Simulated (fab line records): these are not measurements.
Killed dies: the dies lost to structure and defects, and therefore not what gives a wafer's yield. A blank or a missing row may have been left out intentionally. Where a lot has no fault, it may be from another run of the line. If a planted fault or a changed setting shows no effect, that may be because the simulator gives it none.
fab line records | flow n5_finfet
record: lots: 7 wafers: 21
route steps=1938 shown BEOL_M3@938 BEOL_M4@1021
start_h: the number of hours between the record's first day and the start of the first shown wafer of the lot | wait_h: time in hours since the lot's previous step | " repeats the value in the row above | L1.1+2: one row covering several wafers at once | - no value, or no start given | * or withheld: withheld | < > ~ a bound
route shown NAME@n: a module of which the file shows steps, and the number in the route of the first | usual: mean/standard deviation of fault-free wafers | same: alike in all rows | chamber/n: place in a boat | sites: per-site readings | _std_site: the standard deviation of these | _edge_site: inner sites' mean taken away from outer sites' mean | radius_mm: how far each site lies from the wafer's centre | mask NAME#n: copy n | behind: the most recent tool/chamber to have shaped the wafer | hold: why the lot was held/for how many hours/how that ended | device: the transistor (n, p or np) that didn't switch | end of line: the route-end tests of the same wafers | step lacking rows: just its recipe | killed: count of dies lost to structure and defects at first sort (not the wafer's yield) | map: a wafer's dies, marking killed ones x, the rest . and places with no die _
set.NAME: the run value of the setting; set.NAME@STEP: its run value at that earlier step | model.NAME: the simulator's own value behind a step, which no gauge read
one table per step and one row per wafer, for lots whose settings were changed on purpose
== steps ==
step: N5_BEOL_M3_COAT_05
recipe: resist: CAR-EUV spin_rpm: 1500 resist_thk_nm: 30
columns lot.wafer tool chamber start_h wait_h set.spin_rpm model.CAR-EUV_of_BEOL_M3_COAT_05.thk_nm
L078.2+6 litho_track-03 0 - - 1500 29.8
L078.3 " 0 " " 1500 30
L079.1 litho_track-01 0 - - 1500 30
L079.3+4 " 0 " " 1500 29.8
L085.3+4+5 litho_track-03 0 - - 1500 30
L084.3+5 litho_track-03 0 - - 1403 31
L084.4 " 0 " " 1500 30
L088.1+3+4 litho_track-03 0 - - 1606 29
L091.2+3 litho_track-01 0 - - 1434 30.6
L091.6 " 0 " " 1500 30
L097.2+3+5 litho_track-04 0 - - 1500 30
step: N5_BEOL_M3_EXPOSE_08
recipe: mask_id: M3 na: 0.33 source_shape: dipole sigma_inner: 0.369 sigma_outer: 0.767 polarization: unpolarized dose_mj: 33
columns lot.wafer tool chamber start_h wait_h mask set.dose_mj
L078.2+3+6 euv_scanner-01 0 183.09 - M3#0 33
L079.1+3+4 euv_scanner-02 0 183.67 - M3#0 33
L085.3+4 euv_scanner-02 0 229.46 - M3#0 33
L085.5 " 0 " " M3#0 35.08
L084.3 euv_scanner-02 0 232.40 - M3#0 33.64
L084.4+5 " 0 " " M3#0 33
L088.1 euv_scanner-02 0 238.05 - M3#0 33
L088.3+4 " 0 " " M3#0 35
L091.2+3+6 euv_scanner-02 0 246.68 - M3#0 33
L097.2+5 euv_scanner-02 0 292.94 - M3#0 31.18
L097.3 " 0 " " M3#0 33
step: N5_BEOL_M3_PEB_09
recipe: peb_temp_c: 100 peb_time_s: 60 resist: CAR-EUV
step: N5_BEOL_M3_DEVELOP_10
recipe: develop_time_s: 30 developer: TMAH resist: CAR-EUV rinse_liquid: surfactant_rinse dry: air_spin dev_temp_c: 23
columns lot.wafer tool chamber start_h wait_h set.spin_rpm@BEOL_M3_COAT_05 model.CAR-EUV_of_BEOL_M3_COAT_05.thk_nm
L078.2+3+6 litho_track-03 0 - - 1500 29.4
L079.1+3+4 litho_track-03 0 - - 1500 29.4
L085.3+4+5 litho_track-01 0 - - 1500 29.6
L084.3 litho_track-04 0 - - 1403 30.4
L084.4 " 0 " " 1500 29.4
L084.5 " 0 " " 1403 30.6
L088.1+3+4 litho_track-03 0 - - 1606 28.6
L091.2+3 litho_track-03 0 - - 1434 30.2
L091.6 " 0 " " 1500 29.4
L097.2+3+5 litho_track-03 0 - - 1500 29.6
step: N5_BEOL_M3_CD_MEAS_11
recipe: target_cd_nm: 17.05 landing_energy_ev: 500 detector: se_inlens polarity: opening
usual: cd_nm: 17.06/0.22
columns lot.wafer tool chamber start_h wait_h set.dose_mj@BEOL_M3_EXPOSE_08 cd_nm
L078.2 cd_sem-02 0 183.21 - 33 17.04
L078.3 " 0 " " 33 16.90
L078.6 " 0 " " 33 17.24
L079.1 cd_sem-01 0 183.79 - 33 17.10
L079.3 " 0 " " 33 16.86
L079.4 " 0 " " 33 16.65
L085.3 cd_sem-03 0 229.58 - 33 17.36
L085.4 " 0 " " 33 17.24
L085.5 " 0 " " 35.08 18.44
L084.3 cd_sem-02 0 232.51 - 33.64 17.05
L084.4 " 0 " " 33 16.60
L084.5 " 0 " " 33 16.92
L088.1 cd_sem-01 0 238.17 - 33 17.04
L088.3 " 0 " " 35 18.17
L088.4 " 0 " " 35 18.24
L091.2 cd_sem-02 0 246.80 - 33 17.30
L091.3 " 0 " " 33 17.17
L091.6 " 0 " " 33 16.93
L097.2 cd_sem-01 0 293.06 - 31.18 15.82
L097.3 " 0 " " 33 17.10
L097.5 " 0 " " 31.18 15.94
step: N5_BEOL_M3_DESCUM_16
recipe: chemistry: O2 time_s: 7 source_power_w: 50 bias_power_w: 20 pressure_mtorr: 20 rf_frequency_hz: 2.712e+07 temp_c: 40 resist: CAR-EUV o2_flow_sccm: 225
columns lot.wafer tool chamber start_h wait_h set.spin_rpm@BEOL_M3_COAT_05 model.CAR-EUV_of_BEOL_M3_COAT_05.thk_nm
L078.2+3+6 rie_diel-02 1,3,3 183.63 0.3 1500 26
L079.1+3 rie_diel-02 2,1 184.37 0.5 1500 26
L079.4 " 0 " " 1500 25.8
L085.3+4+5 rie_diel-04 3,2,3 229.71 0.0 1500 26
L084.3+5 rie_diel-03 2,1 232.76 0.2 1403 27
L084.4 " 1 " " 1500 26
L088.1+3+4 rie_diel-04 0,2,1 238.30 0.0 1606 25
L091.2 rie_diel-02 0 247.16 0.3 1434 26.6
L091.3 " 2 " " 1434 26.8
L091.6 " 3 " " 1500 26
L097.2+3 rie_diel-02 3,0 293.22 0.1 1500 26
L097.5 " 2 " " 1500 26.2
step: N5_BEOL_M3_ETCH_74
recipe: chemistry: N2/H2 target: underlayer target_depth_a: 65 mask_material: CAR-EUV time_s: 5.2 ion_energy_ev: 200 pressure_mtorr: 30 source_w: 840 bias_w: 150 n2_flow_sccm: 200 h2_flow_sccm: 200 ends: cleared
columns lot.wafer tool chamber start_h wait_h set.dose_mj@BEOL_M3_EXPOSE_08 model.BEOL_M3.cd_offset_nm
L078.2 rie_diel-02 1 183.66 0.0 33 0
L078.3+6 " 3 " " 33 -0.2
L079.1+4 rie_diel-02 2,0 184.41 0.0 33 -0.2
L079.3 " 1 " " 33 0.2
L085.3 rie_diel-04 3 229.74 0.0 33 0.2
L085.4 " 2 " " 33 0.4
L085.5 " 3 " " 35.08 1.4
L084.3 rie_diel-03 2 232.79 0.0 33.64 0.2
L084.4 " 1 " " 33 -0.2
L084.5 " 1 " " 33 0
L088.1 rie_diel-04 0 238.33 0.0 33 0
L088.3 " 2 " " 35 1.4
L088.4 " 1 " " 35 1
L091.2+3+6 rie_diel-02 0,2,3 247.20 0.0 33 0
L097.2 rie_diel-02 3 293.26 0.0 31.18 -1.2
L097.3 " 0 " " 33 0
L097.5 " 2 " " 31.18 -1
step: N5_BEOL_M3_ETCH_63
recipe: chemistry: CF4 target: SiARC target_depth_a: 156 mask_material: CAR-EUV time_s: 26 ion_energy_ev: 80 pressure_mtorr: 40 source_w: 545 bias_w: 36 Ar_flow_sccm: 100 cf4_flow_sccm: 100 ends: cleared
step: N5_BEOL_M3_ETCH_64
recipe: chemistry: N2/H2 target: SOC target_depth_a: 750 overetch_a: 150 mask_material: SiARC temp_c: 40 time_s: 112.5 ion_energy_ev: 200 pressure_mtorr: 30 source_w: 840 bias_w: 150 n2_flow_sccm: 200 h2_flow_sccm: 200
columns lot.wafer tool chamber start_h wait_h set.dose_mj@BEOL_M3_EXPOSE_08 model.BEOL_M3.cd_offset_nm
L078.2+3 rie_diel-02 1,3 183.71 0.0 33 -0.2
L078.6 " 3 " " 33 -0.4
L079.1 rie_diel-02 2 184.45 0.0 33 -0.2
L079.3+4 " 1,0 " " 33 0
L085.3 rie_diel-04 3 229.79 0.0 33 0
L085.4 " 2 " " 33 0.4
L085.5 " 3 " " 35.08 1.4
L084.3 rie_diel-03 2 232.83 0.0 33.64 0.4
L084.4 " 1 " " 33 0
L084.5 " 1 " " 33 0.2
L088.1 rie_diel-04 0 238.37 0.0 33 -0.2
L088.3+4 " 2,1 " " 35 1.2
L091.2 rie_diel-02 0 247.24 0.0 33 0
L091.3+6 " 2,3 " " 33 -0.2
L097.2 rie_diel-02 3 293.30 0.0 31.18 -1
L097.3 " 0 " " 33 0.2
L097.5 " 2 " " 31.18 -0.8
step: N5_BEOL_M3_STRIP_65
recipe: chemistry: N2/H2 temp_c: 40 n2_flow_sccm: 200 h2_flow_sccm: 200 rf_frequency_hz: 6e+07
step: N5_BEOL_M3_STRIP_75
recipe: chemistry: N2/H2 temp_c: 40 n2_flow_sccm: 200 h2_flow_sccm: 200 rf_frequency_hz: 6e+07
step: N5_BEOL_M3_HM_OPEN_17
recipe: chemistry: Cl2/BCl3 target_depth_a: 200 overetch_a: 60 target: TiN mask_material: SOC ion_energy_ev: 150 pressure_mtorr: 10 icp_w: 1000 bias_w: 126 Cl2_flow_sccm: 53.25 bcl3_flow_sccm: 21.75 Ar_flow_sccm: 25
step: N5_BEOL_M3_STRIP_19
recipe: chemistry: O2 power_w: 400 temp_c: 40 pressure_mtorr: 30 rf_frequency_hz: 6e+07 bias_power_w: 0 overash_fraction: 0.2 o2_flow_sccm: 225
step: N5_BEOL_M3_CD_MEAS_18
recipe: pitch_nm: 36 target_cd_nm: 18
usual: cd_nm: 18.1/0.33
columns lot.wafer tool chamber start_h wait_h set.dose_mj@BEOL_M3_EXPOSE_08 cd_nm
L078.2 cd_sem-02 - 184.15 0.1 33 17.9
L078.3 " - " " 33 18.0
L078.6 " - " " 33 18.0
L079.1 cd_sem-02 - 184.80 0.0 33 17.7
L079.3 " - " " 33 17.5
L079.4 " - " " 33 17.9
L085.3 cd_sem-03 - 230.14 0.1 33 17.8
L085.4 " - " " 33 18.6
L085.5 " - " " 35.08 19.3
L084.3 cd_sem-02 - 233.31 0.1 33.64 18.3
L084.4 " - " " 33 17.9
L084.5 " - " " 33 18.4
L088.1 cd_sem-03 - 238.72 0.0 33 18.2
L088.3 " - " " 35 19.2
L088.4 " - " " 35 19.1
L091.2 cd_sem-01 - 247.59 0.1 33 17.7
L091.3 " - " " 33 17.7
L091.6 " - " " 33 18.0
L097.2 cd_sem-03 - 293.86 0.1 31.18 17.0
L097.3 " - " " 33 18.4
L097.5 " - " " 31.18 17.1
step: N5_BEOL_M3_COAT_67
recipe: resist: SOC temp_c: 250 time_s: 60 spin_rpm: 1500 resist_thk_nm: 60
step: N5_BEOL_M3_COAT_68
recipe: resist: SiARC temp_c: 220 time_s: 60 spin_rpm: 1500 resist_thk_nm: 12
step: N5_BEOL_M3_PRECLEAN_42
recipe: chemistry: residue_remover time_s: 60 temp_c: 40
step: N5_BEOL_M3_SRD_43
recipe: time_s: 30 temp_c: 23 rinse_liquid: diw dry: ipa_marangoni
step: N5_BEOL_M3_CD_MEAS_35
recipe: target_cd_nm: 18 target_cd_y_nm: 21 polarity: opening
usual: cd_nm: 18.0/0.34
columns lot.wafer tool chamber start_h wait_h set.dose_mj@BEOL_M3_EXPOSE_08 cd_nm
L079.1 cd_sem-01 - 186.92 0.0 33 17.4
L079.3 " - " " 33 17.9
L079.4 " - " " 33 18.0
L078.2 cd_sem-01 - 186.99 0.0 33 18.0
L078.3 " - " " 33 17.5
L078.6 " - " " 33 17.5
L085.3 cd_sem-03 - 232.46 0.0 33 18.1
L085.4 " - " " 33 18.5
L085.5 " - " " 35.08 19.1
L084.3 cd_sem-03 - 236.09 0.0 33.64 18.4
L084.4 " - " " 33 17.5
L084.5 " - " " 33 18.1
L088.1 cd_sem-01 - 244.19 0.0 33 17.4
L088.3 " - " " 35 18.8
L088.4 " - " " 35 19.4
L091.2 cd_sem-02 - 250.20 0.0 33 18.0
L091.3 " - " " 33 17.9
L091.6 " - " " 33 18.3
L097.2 cd_sem-01 - 302.14 0.0 31.18 16.7
L097.3 " - " " 33 18.0
L097.5 " - " " 31.18 16.8
step: N5_BEOL_M4_ILD_DEP_00
recipe: material: SiOC target_thk_a: 790 temp_c: 350 precursor: DEMS/O2 pressure_torr: 5 rf_w: 500 time_s: 15.3
columns lot.wafer tool chamber start_h wait_h set.time_s model.SiOC_of_BEOL_M4_ILD_DEP_00.thk_nm
L079.1 pecvd-04 2 190.85 0.0 15.3 78.4
L079.3 " 0 " " 15.3 78.8
L079.4 " 2 " " 15.3 80.6
L078.2 pecvd-02 1 191.10 0.0 17.1 87.6
L078.3 " 2 " " 15.3 77.2
L078.6 " 1 " " 17.1 88.8
L085.3 pecvd-04 2 236.50 0.0 13.09 66.6
L085.4 " 2 " " 15.3 79.8
L085.5 " 1 " " 15.3 80.2
L084.3 pecvd-02 0 240.00 0.0 15.3 80
L084.4 " 0 " " 16.91 88.6
L084.5 " 2 " " 15.3 80.6
L088.1 pecvd-04 0 248.20 0.0 15.3 79
L088.3 " 1 " " 17.58 91.4
L088.4 " 1 " " 15.3 81.6
L091.2 pecvd-04 1 255.63 0.0 15.3 79
L091.3 " 2 " " 16.26 82.8
L091.6 " 2 " " 16.26 85.2
L097.2 pecvd-03 1 306.16 0.0 15.3 79.8
L097.3 " 0 " " 15.3 78.6
L097.5 " 0 " " 15.3 80.4
step: N5_BEOL_M4_THK_MEAS_01
recipe: reads: SiOC_of_BEOL_M4_ILD_DEP_00
usual: M4_ILD_THK: 79.5/1
columns lot.wafer tool chamber start_h wait_h set.time_s@BEOL_M4_ILD_DEP_00 M4_ILD_THK[nm]
L079.1 film_metro-01 - 190.92 0.0 15.3 78.6
L079.3 " - " " 15.3 78.8
L079.4 " - " " 15.3 80.6
L078.2 film_metro-01 - 191.17 0.1 17.1 87.5
L078.3 " - " " 15.3 77.3
L078.6 " - " " 17.1 88.8
L085.3 film_metro-02 - 236.58 0.1 13.09 66.7
L085.4 " - " " 15.3 79.9
L085.5 " - " " 15.3 80.2
L084.3 film_metro-02 - 240.07 0.1 15.3 80.0
L084.4 " - " " 16.91 88.6
L084.5 " - " " 15.3 80.7
L088.1 film_metro-01 - 248.26 0.0 15.3 78.9
L088.3 " - " " 17.58 91.5
L088.4 " - " " 15.3 81.6
L091.2 film_metro-01 - 255.70 0.1 15.3 79.0
L091.3 " - " " 16.26 82.8
L091.6 " - " " 16.26 85.2
L097.2 film_metro-01 - 306.23 0.1 15.3 79.9
L097.3 " - " " 15.3 78.7
L097.5 " - " " 15.3 80.3
step: N5_BEOL_M4_TRENCH_ETCH_37
recipe: chemistry: C4F6/O2 target_depth_a: 555.55 target: SiOC time_s: 29.2 ion_energy_ev: 250 pressure_mtorr: 30 source_w: 355 bias_w: 185 Ar_flow_sccm: 300 C4F6_flow_sccm: 10 O2_flow_sccm: 10
columns lot.wafer tool chamber start_h wait_h set.time_s model.BEOL_M4.feature_depth_nm model.etch.depth_nm
L079.1 rie_diel-05 0 - - 29.2 55.8 55.73
L079.3 " 1 " " 29.2 56.8 56.75
L079.4 " 0 " " 29.2 55.6 55.54
L078.2 rie_diel-01 2 - - 29.2 56.4 56.5
L078.3 " 1 " " 24.57 47.2 47.22
L078.6 " 3 " " 24.57 45.8 45.78
L085.3 rie_diel-06 0 - - 34.45 64.8 64.74
L085.4 " 1 " " 29.2 53.4 53.45
L085.5 " 2 " " 34.45 66 66.04
L084.3 rie_diel-01 0 - - 29.2 55.4 55.42
L084.4 " 3 " " 29.2 55.6 55.62
L084.5 " 1 " " 29.2 55.8 55.82
L088.1 rie_diel-05 3 - - 29.2 56.2 56.24
L088.3 " 0 " " 29.2 55.6 55.64
L088.4 " 1 " " 29.2 56.6 56.65
L091.2 rie_diel-01 2 - - 29.2 56.8 56.8
L091.3 " 3 " " 24.28 45.8 45.83
L091.6 " 2 " " 29.2 56.2 56.29
L097.2 rie_diel-06 0 - - 29.2 56 56.03
L097.3 " 2 " " 29.2 56 56
L097.5 " 3 " " 25.96 50.6 50.67
step: N5_BEOL_M4_ETCH_41
recipe: chemistry: CH3F/O2 target: SiCN target_depth_a: 299 taper_deg: 2 time_s: 52.5 ion_energy_ev: 120 mask_material: TiN pressure_mtorr: 30 source_w: 395 bias_w: 75 Ar_flow_sccm: 150 CH3F_flow_sccm: 30 O2_flow_sccm: 20
step: N5_BEOL_M4_STRIP_97
recipe: chemistry: N2/H2 time_s: 10 power_w: 450 temp_c: 40 pressure_mtorr: 20 rf_frequency_hz: 6e+07 bias_power_w: 7 n2_flow_sccm: 200 h2_flow_sccm: 200
step: N5_BEOL_M4_OCD_MEAS_38
usual: trench_depth_nm: 56.0/0.8
columns lot.wafer tool chamber start_h wait_h set.time_s@BEOL_M4_TRENCH_ETCH_37 trench_depth_nm
L079.1 ocd-02 - 200.53 - 29.2 55.1
L079.3 " - " " 29.2 56.4
L079.4 " - " " 29.2 55.8
L078.2 ocd-02 - 201.24 - 29.2 56.5
L078.3 " - " " 24.57 47.3
L078.6 " - " " 24.57 46.4
L085.3 ocd-02 - 247.06 - 34.45 64.3
L085.4 " - " " 29.2 53.9
L085.5 " - " " 34.45 65.8
L084.3 ocd-01 - 247.15 - 29.2 55.5
L084.4 " - " " 29.2 55.8
L084.5 " - " " 29.2 56.0
L088.1 ocd-02 - 255.89 - 29.2 56.3
L088.3 " - " " 29.2 55.7
L088.4 " - " " 29.2 56.6
L091.2 ocd-01 - 262.97 - 29.2 56.9
L091.3 " - " " 24.28 45.8
L091.6 " - " " 29.2 55.9
L097.2 ocd-01 - 311.67 - 29.2 56.2
L097.3 " - " " 29.2 56.7
L097.5 " - " " 25.96 50.9
step: N5_BEOL_M4_HM_STRIP_39
recipe: chemistry: peroxide_tin_strip material: TiN target_depth_a: 250 temp_c: 50 time_s: 158
step: N5_BEOL_M4_SRD_40
recipe: time_s: 30 temp_c: 23 rinse_liquid: diw dry: ipa_marangoni
step: N5_BEOL_M4_ECD_50
recipe: material: Cu target_thk_a: 3000
step: N5_BEOL_M4_ANNEAL_51
recipe: temp_c: 225 time_s: 90 ambient: N2
step: N5_BEOL_M4_CMP_52
recipe: stop_on: SiOC t_overpolish_s: 6.8 down_force_psi: 1 platen_rpm: 50 clearing_platen_down_force_psi: 1.5 clearing_platen_rpm: 50 post_cmp_clean: cu_alkaline target_thk_nm: 40 clearing_platen_pad_velocity_m_s: 0.99484 pad_velocity_m_s: 0.99484
columns lot.wafer tool chamber start_h wait_h set.time_s@BEOL_M4_TRENCH_ETCH_37 model.Cu_of_BEOL_M4_ECD_50.thk_nm
L079.3 cmp-04 0 205.58 0.2 29.2 39.4
L079.4 " 1 " " 29.2 38.8
L079.1 " 3 " " 29.2 40.4
L078.3 cmp-04 0 205.81 0.2 24.57 29.6
L078.2 " 1 " " 29.2 42.2
L078.6 " 1 " " 24.57 31.8
L085.3+5 cmp-04 0,2 250.17 0.2 34.45 50.2
L085.4 " 1 " " 29.2 39
L084.3 cmp-02 2 250.56 0.2 29.2 39.4
L084.4 " 0 " " 29.2 40.6
L084.5 " 1 " " 29.2 39.8
L088.1+3+4 cmp-02 2,3,1 259.72 0.3 29.2 41.4
L091.2 cmp-03 3 266.81 0.3 29.2 40.4
L091.3 " 0 " " 24.28 28
L091.6 " 2 " " 29.2 39
L097.2+3 cmp-03 3,0 315.70 0.3 29.2 39.2
L097.5 " 1 " " 25.96 35.6
step: N5_BEOL_M4_THK_MEAS_53
recipe: thk_meas_gauge: xrf reads: Cu_of_BEOL_M4_ECD_50
usual: M4_THK: 40.8/1.5
columns lot.wafer tool chamber start_h wait_h set.time_s@BEOL_M4_TRENCH_ETCH_37 M4_THK[nm]
L079.1 film_metro-02 - 205.88 - 29.2 40.5
L079.3 " - " " 29.2 39.4
L079.4 " - " " 29.2 39.1
L078.2 film_metro-02 - 206.10 - 29.2 42.2
L078.3 " - " " 24.57 29.8
L078.6 " - " " 24.57 31.8
L085.3 film_metro-01 - 250.39 - 34.45 50.0
L085.4 " - " " 29.2 38.7
L085.5 " - " " 34.45 50.0
L084.3 film_metro-02 - 250.82 - 29.2 40.0
L084.4 " - " " 29.2 41.1
L084.5 " - " " 29.2 40.3
L088.1 film_metro-02 - 260.02 - 29.2 42.2
L088.3 " - " " 29.2 42.1
L088.4 " - " " 29.2 42.3
L091.2 film_metro-02 - 267.03 - 29.2 40.6
L091.3 " - " " 24.28 28.3
L091.6 " - " " 29.2 39.6
L097.2 film_metro-02 - 315.92 - 29.2 39.4
L097.3 " - " " 29.2 39.5
L097.5 " - " " 25.96 35.7
step: N5_BEOL_M4_PRE_CLEAN_60
recipe: gas: NH3/H2 time_s: 15 temp_c: * rf_power_w: 300
step: N5_BEOL_M4_CO_CAP_55
recipe: material: Co target_thk_a: 20 temp_c: 200 precursor: CCTBA/H2 pressure_torr: 30 time_s: 102.1
step: N5_BEOL_M4_PRE_CLEAN_56
recipe: gas: NH3 time_s: 15 temp_c: withheld rf_power_w: 300
step: N5_BEOL_M4_DEP_57
recipe: material: SiCN target_thk_a: 80 temp_c: withheld precursor: 3MS/NH3 pressure_torr: 3 rf_w: 202 time_s: 14
step: N5_BEOL_M4_RS_MEAS_58
recipe: thk_meas_gauge: four-point-probe reads: Co_of_BEOL_M4_CO_CAP_55+Cu_of_BEOL_M4_ECD_50+Co_of_BEOL_M4_CVD_47+TaN_of_BEOL_M4_ALD_84
usual: M4_RS: 0.66/0.032
columns lot.wafer tool chamber start_h wait_h set.time_s@BEOL_M4_TRENCH_ETCH_37 M4_RS[ohm/sq]
L079.1 film_metro-01 - 206.14 0.0 29.2 0.66
L079.3 " - " " 29.2 0.68
L079.4 " - " " 29.2 0.69
L078.2 film_metro-02 - 206.37 0.1 29.2 0.62
L078.3 " - " " 24.57 0.99
L078.6 " - " " 24.57 0.90
L085.3 film_metro-02 - 250.66 0.1 34.45 0.50
L085.4 " - " " 29.2 0.69
L085.5 " - " " 34.45 0.50
L084.3 film_metro-02 - 251.08 0.1 29.2 0.68
L084.4 " - " " 29.2 0.66
L084.5 " - " " 29.2 0.67
L088.1 film_metro-02 - 260.28 0.0 29.2 0.64
L088.3 " - " " 29.2 0.64
L088.4 " - " " 29.2 0.64
L091.2 film_metro-02 - 267.29 0.1 29.2 0.66
L091.3 " - " " 24.28 1.07
L091.6 " - " " 29.2 0.69
L097.2 film_metro-02 - 316.18 0.1 29.2 0.69
L097.3 " - " " 29.2 0.68
L097.5 " - " " 25.96 0.78
== key ==
split: step: N5_BEOL_M3_COAT_05 setting: spin_rpm stated: 1500 by: wafer
response: step: N5_BEOL_M3_COAT_05 reading: model.CAR-EUV_of_BEOL_M3_COAT_05.thk_nm change: -0.149 per: 1% r: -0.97
response: step: N5_BEOL_M3_DEVELOP_10 reading: model.CAR-EUV_of_BEOL_M3_COAT_05.thk_nm change: -0.174 per: 1% r: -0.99
response: step: N5_BEOL_M3_DESCUM_16 reading: model.CAR-EUV_of_BEOL_M3_COAT_05.thk_nm change: -0.156 per: 1% r: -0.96
split: step: N5_BEOL_M3_EXPOSE_08 setting: dose_mj stated: 33 by: wafer
response: step: N5_BEOL_M3_CD_MEAS_11 reading: cd_nm change: +0.195 per: 1% r: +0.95
response: step: N5_BEOL_M3_ETCH_74 reading: model.BEOL_M3.cd_offset_nm change: +0.188 per: 1% r: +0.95
response: step: N5_BEOL_M3_ETCH_64 reading: model.BEOL_M3.cd_offset_nm change: +0.205 per: 1% r: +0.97
response: step: N5_BEOL_M3_CD_MEAS_18 reading: cd_nm change: +0.184 per: 1% r: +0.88
response: step: N5_BEOL_M3_CD_MEAS_35 reading: cd_nm change: +0.212 per: 1% r: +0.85
split: step: N5_BEOL_M4_ILD_DEP_00 setting: time_s stated: 15.3 by: wafer
response: step: N5_BEOL_M4_ILD_DEP_00 reading: model.SiOC_of_BEOL_M4_ILD_DEP_00.thk_nm change: +0.844 per: 1% r: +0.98
response: step: N5_BEOL_M4_THK_MEAS_01 reading: M4_ILD_THK change: +0.845 per: 1% r: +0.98
split: step: N5_BEOL_M4_TRENCH_ETCH_37 setting: time_s stated: 29.2 by: wafer
response: step: N5_BEOL_M4_TRENCH_ETCH_37 reading: model.BEOL_M4.feature_depth_nm change: +0.624 per: 1% r: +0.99
response: step: N5_BEOL_M4_TRENCH_ETCH_37 reading: model.etch.depth_nm change: +0.624 per: 1% r: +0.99
response: step: N5_BEOL_M4_OCD_MEAS_38 reading: trench_depth_nm change: +0.603 per: 1% r: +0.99
response: step: N5_BEOL_M4_CMP_52 reading: model.Cu_of_BEOL_M4_ECD_50.thk_nm change: +0.632 per: 1% r: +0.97
response: step: N5_BEOL_M4_THK_MEAS_53 reading: M4_THK change: +0.636 per: 1% r: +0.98
response: step: N5_BEOL_M4_RS_MEAS_58 reading: M4_RS change: -0.0166 per: 1% r: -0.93
